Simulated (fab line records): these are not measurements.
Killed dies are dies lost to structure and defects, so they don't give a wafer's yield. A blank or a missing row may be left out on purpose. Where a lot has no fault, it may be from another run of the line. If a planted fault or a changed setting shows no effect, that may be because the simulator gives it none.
Chamber matching ; flow n5_finfet ; N5_BEOL_M14_DESCUM_33 on rie_diel-03: 4 sister chambers
The step chemistry O2, time 7.9 s. 4 wafers are shown with their chamber, then 10 later ones without.

WAFERS, EACH WITH ITS CHAMBER
wafer;chamber;showerhead_plenum_p_Torr (Torr)
L081.1;2;2.12
L081.3;0;2.13
L085.1;1;2.02
L085.4;3;2.03

WAFERS WITHOUT THEIR CHAMBER
wafer;showerhead_plenum_p_Torr (Torr)
L085.5;2.11
L093.2;2.02
L093.5;2.02
L093.6;2.11
L094.1;2.03
L094.4;2.02
L094.6;2.03
L097.1;2.01
L097.2;2.11
L097.6;2.02

THE CHAMBER EACH PASSED THROUGH
wafer;from the rows above;in truth
L085.5;can't be placed: 2 or 0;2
L093.2;can't be placed: 1 or 3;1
L093.5;can't be placed: 1 or 3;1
L093.6;can't be placed: 2 or 0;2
L094.1;can't be placed: 3 or 1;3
L094.4;can't be placed: 1 or 3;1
L094.6;can't be placed: 3 or 1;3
L097.1;can't be placed: 1 or 3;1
L097.2;can't be placed: 2 or 0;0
L097.6;can't be placed: 1 or 3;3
Correct placement for 0 of the 10. Unplaceable from these rows: 10, with the true chamber sitting among the candidates in 10. Wrongly placed: 0.
How it was worked out, from the rows above alone: a wafer's distance from a chamber is the root of the sum, over the readings, of the square of ((its reading less the chamber's mean) divided by the reading's scatter). The wafer belongs to the nearest chamber; if the next one is less than 2 further off, it can't be placed. A chamber's mean is the mean of its shown wafers. The scatter (one wafer shown for each chamber): square how far every hidden wafer sits from the nearest shown wafer, average those squares and take the square root.
